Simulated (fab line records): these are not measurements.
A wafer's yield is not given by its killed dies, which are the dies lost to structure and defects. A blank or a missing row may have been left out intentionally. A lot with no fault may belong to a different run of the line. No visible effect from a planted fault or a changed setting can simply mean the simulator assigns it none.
Struck lot and sound lot, side by side	flow nand harc	15 out of 1159 route steps
Sound: these wafers, L989.2, L989.3, L989.4. Struck: wafers L106.1, L106.2, L106.3. Last of all comes the cause.
Order at every step that has rows: each side's tool, ch and its chambers, its first start. Under that, the readings that differ: sound wafers	struck wafers	difference of the means	sigmas: that difference in standard deviations of wafers without a fault.
alike: readings with means less than 2 such deviations apart, plus words and numbers identical on both sides. not compared: withheld readings, readings lacking a value on some wafer, bounds such as >300 that could conceal the same value, and numbers that have no deviation in the record and whose values overlap.
Wherever a step has rows on one side only, a row that says differs or no value, or a row with sigmas, the two part there. Numbers that have no deviation but don't overlap get no sigmas and don't part them. A reading missing from all wafers of one side parts the sides only when that side holds two or more wafers.

first, 2 steps without rows for these wafers: NHARC_P_CONTACT_PEB_10 (peb time 65 s); NHARC_P_CONTACT_DEVELOP_11 (develop time 35 s).
NHARC_P_CONTACT_CD_MEAS_12: target cd 90 nm.
  sound on cd sem-03 ch 0, day 6 07:55; struck on cd sem-02 ch 0, day 10 02:35
  alike: cd nm
NHARC_P_CONTACT_OVL_MEAS_13:
  sound on overlay-01, day 6 07:59; struck on overlay-01, day 10 02:41
  alike: overlay x nm, overlay y nm
NHARC_P_CONTACT_INSPECT_14:
  sound on defect inspect-01, day 6 08:02; struck on defect inspect-02, day 10 02:43
  alike: raw defect count
NHARC_P_CONTACT_DESCUM_17: chemistry O2, time 3 s.
  sound on rie diel-11 ch 0,1,2, day 6 08:05; struck on rie diel-11 ch 0,2,3, day 10 02:47
reading	sound	struck	difference	sigmas
chamber pressure mTorr (mTorr)	59.96 59.97 59.92	60.13 60.01 60.02	+0.10	+2
rf hours counter h (h)	10 9 10	2 1 2	-8	
  alike: drypump motor current A, o2 flow sccm, oes product au, rf vpp V, showerhead plenum p Torr, throttle valve pct
NHARC_P_CONTACT_ETCH_35: etches the open film in CF4, target depth 39 nm, time 65 s.
  sound on rie diel-11 ch 0,2,3, day 6 08:11; struck on rie diel-11 ch 0,2,3, day 10 02:52
reading	sound	struck	difference	sigmas
chamber pressure mTorr (mTorr)	49.95 49.91 50.02	50.03 50.08 50.08	+0.10	+2
rf hours counter h (h)	10 10 9	1 2 2	-8	
  alike: drypump motor current A, oes product au, rf vpp V, showerhead plenum p Torr, throttle valve pct
NHARC_P_CONTACT_ETCH_36: etches the open film in N2/H2, target depth 260 nm, time 406.25 s.
  sound on rie diel-11 ch 0,1,2; struck on rie diel-11 ch 1,2,3
reading	sound	struck	difference	sigmas
rf hours counter h (h)	10 10 10	2 2 1	-8	
  alike: chamber pressure mTorr, drypump motor current A, oes product au, rf vpp V, showerhead plenum p Torr, throttle valve pct
NHARC_P_CONTACT_ETCH_18: etches the open film in C4F8/O2/Ar, target depth 481 nm, time 240.5 s.
  sound on rie diel-11 ch 0,1,2; struck on rie diel-11 ch 1,2,3
reading	sound	struck	difference	sigmas
rf hours counter h (h)	10 10 10	2 2 2	-8	
  alike: chamber pressure mTorr, oes product au, rf vpp V
then, 1 step without rows for these wafers: NHARC_P_CONTACT_STRIP_37 (strips in C4F8/O2/Ar).
NHARC_P_CONTACT_ETCH_31: etches the open film in CH3F/O2, target depth 30 nm, time 85.7 s.
  sound on rie diel-11 ch 0,1,3; struck on rie diel-11 ch 0,1,2
reading	sound	struck	difference	sigmas
rf hours counter h (h)	10 10 10	2 2 2	-8	
  alike: chamber pressure mTorr, drypump motor current A, o2 flow sccm, oes product au, rf vpp V, showerhead plenum p Torr, throttle valve pct
NHARC_P_CONTACT_CD_MEAS_19:
  sound on cd sem-01, day 6 08:58; struck on cd sem-03, day 10 03:40
  alike: cd nm
NHARC_P_CONTACT_STRIP_28: strips in O2.
  sound on rie diel-11 ch 0,1,2, day 6 09:02; struck on rie diel-12 ch 0,1,3, day 10 03:45
  no value came back on the struck wafers for any of 9 readings (bias w (W), chamber pressure mTorr (mTorr) and others); on the sound wafers bias w (W) reads 0 0 0
then, 1 step without rows for these wafers: NHARC_P_CONTACT_STRIP_29 (strips in post etch residue remover, time 1200 s).
-- jump in the record: it breaks off in module P_CONTACT and resumes in module END (first step shown: number 1159 of the route), and 14 days separate the struck wafers' starts before and after --
NHARC_END_SORT_01:
  sound on prober-01 ch 0, day 19 13:08; struck on prober-02 ch 0, day 23 18:22
reading	sound	struck	difference	sigmas
killed at periphery	3 6 3	665 655 661	+656	+99 or more
killed dies	32 31 27	677 677 677	+647	+74
  alike: killed at array, killed at other, killed open, killed short

## WHERE THEY PART
Last at NHARC_END_SORT_01 as far as this record goes, first at NHARC_P_CONTACT_DESCUM_17.

WHY: what the simulator had put in
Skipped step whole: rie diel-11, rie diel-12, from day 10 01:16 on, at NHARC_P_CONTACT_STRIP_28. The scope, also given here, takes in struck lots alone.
